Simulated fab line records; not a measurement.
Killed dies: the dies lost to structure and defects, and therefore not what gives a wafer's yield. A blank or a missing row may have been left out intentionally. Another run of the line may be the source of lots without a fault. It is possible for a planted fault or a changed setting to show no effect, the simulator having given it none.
Split-lot study || flow n5-finfet || route with 1938 steps; 7 lots, 21 wafers read

## THE SPLIT ITSELF
At N5_BEOL_M0_ETCH_128 (etches SiCN in CF4/N2, target depth 12 nm, overetch 5.1 nm, time 21.4 s), the setting source-w was moved away from the recipe's 430 W on 7 of the 21 wafers read, by -17.6% to +15.0%. This setting was run at the recipe's value on the other wafers.

The reading is taken at the split's own step.

## THE READING
rf-vpp-V, in V, at N5_BEOL_M0_ETCH_128 (etches SiCN in CF4/N2, target depth 12 nm, overetch 5.1 nm, time 21.4 s). On this fab line, fault-free wafers typically give 381.9 V with a standard deviation of 1.5 V.

{"wafer": "L078.1", "tool, chamber at the split": "rie-diel-04, 2", "source-w as run, W": 357, "against the recipe": "-17.0%", "rf-vpp-V, V": 404.6, "against lot-mates on the recipe": "+24.7"}
{"wafer": "L078.3", "tool, chamber at the split": "rie-diel-04, 1", "source-w as run, W": 430, "against the recipe": "recipe", "rf-vpp-V, V": 380.0, "against lot-mates on the recipe": "-"}
{"wafer": "L078.5", "tool, chamber at the split": "rie-diel-04, 1", "source-w as run, W": 430, "against the recipe": "recipe", "rf-vpp-V, V": 379.9, "against lot-mates on the recipe": "-"}
{"wafer": "L080.2", "tool, chamber at the split": "rie-diel-01, 2", "source-w as run, W": 354.3, "against the recipe": "-17.6%", "rf-vpp-V, V": 406.6, "against lot-mates on the recipe": "+24.8"}
{"wafer": "L080.3", "tool, chamber at the split": "rie-diel-01, 1", "source-w as run, W": 354.3, "against the recipe": "-17.6%", "rf-vpp-V, V": 408.9, "against lot-mates on the recipe": "+27.1"}
{"wafer": "L080.4", "tool, chamber at the split": "rie-diel-01, 2", "source-w as run, W": 430, "against the recipe": "recipe", "rf-vpp-V, V": 381.8, "against lot-mates on the recipe": "-"}
{"wafer": "L082.3", "tool, chamber at the split": "rie-diel-04, 3", "source-w as run, W": 430, "against the recipe": "recipe", "rf-vpp-V, V": 382.2, "against lot-mates on the recipe": "-"}
{"wafer": "L082.5", "tool, chamber at the split": "rie-diel-04, 2", "source-w as run, W": 430, "against the recipe": "recipe", "rf-vpp-V, V": 381.9, "against lot-mates on the recipe": "-"}
{"wafer": "L082.6", "tool, chamber at the split": "rie-diel-04, 0", "source-w as run, W": 430, "against the recipe": "recipe", "rf-vpp-V, V": 381.7, "against lot-mates on the recipe": "-"}
{"wafer": "L085.1", "tool, chamber at the split": "rie-diel-01, 3", "source-w as run, W": 363.3, "against the recipe": "-15.5%", "rf-vpp-V, V": 404.1, "against lot-mates on the recipe": "+23.0"}
{"wafer": "L085.5", "tool, chamber at the split": "rie-diel-01, 3", "source-w as run, W": 363.3, "against the recipe": "-15.5%", "rf-vpp-V, V": 404.3, "against lot-mates on the recipe": "+23.2"}
{"wafer": "L085.6", "tool, chamber at the split": "rie-diel-01, 2", "source-w as run, W": 430, "against the recipe": "recipe", "rf-vpp-V, V": 381.1, "against lot-mates on the recipe": "-"}
{"wafer": "L089.3", "tool, chamber at the split": "rie-diel-01, 2", "source-w as run, W": 430, "against the recipe": "recipe", "rf-vpp-V, V": 381.7, "against lot-mates on the recipe": "-"}
{"wafer": "L089.5", "tool, chamber at the split": "rie-diel-01, 2", "source-w as run, W": 430, "against the recipe": "recipe", "rf-vpp-V, V": 382.0, "against lot-mates on the recipe": "-"}
{"wafer": "L089.6", "tool, chamber at the split": "rie-diel-01, 1", "source-w as run, W": 430, "against the recipe": "recipe", "rf-vpp-V, V": 383.3, "against lot-mates on the recipe": "-"}
{"wafer": "L092.2", "tool, chamber at the split": "rie-diel-05, 0", "source-w as run, W": 494.3, "against the recipe": "+15.0%", "rf-vpp-V, V": 364.1, "against lot-mates on the recipe": -16.4}
{"wafer": "L092.5", "tool, chamber at the split": "rie-diel-05, 0", "source-w as run, W": 494.3, "against the recipe": "+15.0%", "rf-vpp-V, V": 364.2, "against lot-mates on the recipe": -16.3}
{"wafer": "L092.6", "tool, chamber at the split": "rie-diel-05, 1", "source-w as run, W": 430, "against the recipe": "recipe", "rf-vpp-V, V": 380.5, "against lot-mates on the recipe": "-"}
{"wafer": "L094.1", "tool, chamber at the split": "rie-diel-04, 2", "source-w as run, W": 430, "against the recipe": "recipe", "rf-vpp-V, V": 379.7, "against lot-mates on the recipe": "-"}
{"wafer": "L094.3", "tool, chamber at the split": "rie-diel-04, 0", "source-w as run, W": 430, "against the recipe": "recipe", "rf-vpp-V, V": 381.8, "against lot-mates on the recipe": "-"}
{"wafer": "L094.4", "tool, chamber at the split": "rie-diel-04, 3", "source-w as run, W": 430, "against the recipe": "recipe", "rf-vpp-V, V": 383.0, "against lot-mates on the recipe": "-"}

FIT RESULTS
A straight line over all 21 wafers: rf-vpp-V changes by -1.36 V for each +1% of source-w; r = -0.99; the points scatter about the line by 1.5 V.
The same after taking each lot's own level away (the mean of its wafers on the recipe; 21 wafers): -1.36 V for each +1%; r = -0.99; scatter 1.5 V.
On that fit, the largest move of source-w shifts the reading by 24 V.
Across the lots, their own levels run from 379.95 to 382.33 V, a range of 1.6 times the standard deviation given above.
So the lot-to-lot level changes the slope little: the two slopes agree.
Check: with one of the wafers moved furthest among these (-17.6%) left out of the fit, the line predicts +24.7 V for it against its lot-mates. It came out at +24.8 V against them.
Tool readings at the split's step, against how far the setting was moved: rf-vpp-V r = -0.99.

## OTHER SPLITS APPLIED TO THESE WAFERS
Before the reading, these wafers also passed through other splits. Each is held against what the fit with the lots' levels taken away leaves over:
{"other split on the same wafers": "N5_MOL_CONTACT_COAG_ALD_123 ald-cycles", "wafers away from the commonest value": 8, "r with rf-vpp-V (lot level and that fit taken away)": "+0.50"}
{"other split on the same wafers": "N5_MOL_CONTACT_COAG_VIA_ETCH_46 bias-w", "wafers away from the commonest value": 7, "r with rf-vpp-V (lot level and that fit taken away)": -0.66}
{"other split on the same wafers": "N5_MOL_CONTACT_COAG_COAT_34 spin-rpm", "wafers away from the commonest value": 6, "r with rf-vpp-V (lot level and that fit taken away)": "+0.25"}
{"other split on the same wafers": "N5_BEOL_M0_SAQP_COAT_08 spin-rpm", "wafers away from the commonest value": 7, "r with rf-vpp-V (lot level and that fit taken away)": "+0.07"}
{"other split on the same wafers": "N5_BEOL_M0_ETCH_138 source-w", "wafers away from the commonest value": 4, "r with rf-vpp-V (lot level and that fit taken away)": -0.36}

## THE FILE'S OWN FIT
rf-vpp-V changes by -1.39 V for each +1% of source-w, r = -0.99.
